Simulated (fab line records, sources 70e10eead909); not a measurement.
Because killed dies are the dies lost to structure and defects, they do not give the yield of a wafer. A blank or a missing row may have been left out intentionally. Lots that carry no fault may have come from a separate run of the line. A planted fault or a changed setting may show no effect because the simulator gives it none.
Matching of chambers | flow nandHarc | NHARC_A_CHANNEL_FILL_D2_STRIP_28 on rieDiel-11: 4 sister chambers
The step strips in O2, time 20 s. 33 wafers are shown with their chamber, then 12 later ones without.

WAFERS, EACH WITH ITS CHAMBER
wafer  | chamber | showerheadPlenumPTorr (Torr) | drypumpMotorCurrentA (A) | rfVppV (V)
L075.2 | 0       | 3.42                         | 5.5                      | 56.1
L075.4 | 2       | 3.51                         | 5.1                      | 55.7
L075.5 | 3       | 3.42                         | 6.0                      | 56.9
L078.1 | 1       | 3.73                         | 6.4                      | 58.3
L078.3 | 3       | 3.41                         | 6.0                      | 57.0
L078.5 | 3       | 3.41                         | 6.0                      | 58.8
L076.1 | 0       | 3.42                         | 5.5                      | 55.0
L076.2 | 2       | 3.51                         | 5.1                      | 57.4
L076.6 | 2       | 3.51                         | 5.1                      | 59.0
L080.2 | 0       | 3.41                         | 5.5                      | 57.9
L080.4 | 3       | 3.41                         | 6.0                      | 58.5
L080.5 | 1       | 3.73                         | 6.4                      | 57.2
L081.2 | 1       | 3.73                         | 6.4                      | 58.2
L081.4 | 0       | 3.42                         | 5.4                      | 58.0
L081.5 | 2       | 3.51                         | 5.0                      | 58.0
L085.1 | 1       | 3.72                         | 6.4                      | 57.0
L085.2 | 1       | 3.73                         | 6.4                      | 59.5
L085.6 | 1       | 3.72                         | 6.4                      | 59.6
L088.2 | 0       | 3.41                         | 5.4                      | 57.6
L088.3 | 1       | 3.73                         | 6.4                      | 56.8
L088.4 | 3       | 3.41                         | 6.0                      | 58.8
L089.1 | 0       | 3.41                         | 5.4                      | 57.1
L089.2 | 1       | 3.72                         | 6.4                      | 59.1
L089.5 | 0       | 3.41                         | 5.4                      | 56.9
L089.3 | 2       | 3.51                         | 5.1                      | 58.0
L089.4 | 2       | 3.51                         | 5.0                      | 57.6
L089.6 | 1       | 3.72                         | 6.4                      | 58.5
L090.4 | 1       | 3.72                         | 6.4                      | 57.3
L090.5 | 1       | 3.72                         | 6.4                      | 58.2
L090.6 | 2       | 3.51                         | 5.1                      | 58.3
L093.2 | 1       | 3.72                         | 6.4                      | 57.1
L093.4 | 0       | 3.41                         | 5.4                      | 57.5
L093.5 | 1       | 3.72                         | 6.4                      | 58.5

SIGNATURES (averages over the wafers above)
reading               | chamber 0 | chamber 1 | chamber 2 | chamber 3 | scatter within a chamber
showerheadPlenumPTorr | 3.4138    | 3.7238    | 3.5100    | 3.4120    | 0.00445
drypumpMotorCurrentA  | 5.438     | 6.400     | 5.071     | 6.000     | 0.0338
rfVppV                | 57.013    | 58.100    | 57.714    | 58.000    | 0.987
Rule: a wafer lies at a distance from a chamber equal to the root of the sum of squares, over the readings, of (its reading less the chamber's mean, divided by the reading's scatter). If the next closest chamber is less than 2 further off than the closest, the wafer can't be placed; otherwise it belongs to the closest. How the scatter is found: for the shown wafers, subtract from each reading the mean of its chamber, square and add these, divide the total by (wafers less chambers), then take the root.

WAFERS WITHOUT THEIR CHAMBER
wafer  | showerheadPlenumPTorr (Torr) | drypumpMotorCurrentA (A) | rfVppV (V)
L094.1 | 3.41                         | 5.5                      | 57.9
L094.2 | 3.41                         | 6.0                      | 58.0
L094.3 | 3.72                         | 6.4                      | 58.7
L094.4 | 3.50                         | 5.1                      | 58.6
L094.5 | 3.41                         | 6.0                      | 56.2
L094.6 | 3.41                         | 5.5                      | 58.9
L096.1 | 3.41                         | 6.0                      | 57.5
L096.2 | 3.50                         | 5.1                      | 56.8
L096.3 | 3.72                         | 6.4                      | 58.5
L096.4 | 3.41                         | 5.4                      | 56.4
L096.5 | 3.41                         | 6.0                      | 57.3
L096.6 | 3.41                         | 5.4                      | 58.2

EACH ONE'S CHAMBER
wafer  | from the rows above | in truth
L094.1 | 0                   | 0
L094.2 | 3                   | 3
L094.3 | 1                   | 1
L094.4 | 2                   | 2
L094.5 | 3                   | 3
L094.6 | 0                   | 0
L096.1 | 3                   | 3
L096.2 | 2                   | 2
L096.3 | 1                   | 1
L096.4 | 0                   | 0
L096.5 | 3                   | 3
L096.6 | 0                   | 0
Placed correctly: 12 of 12. Can't be placed from these rows: 0. Wrongly placed: 0.
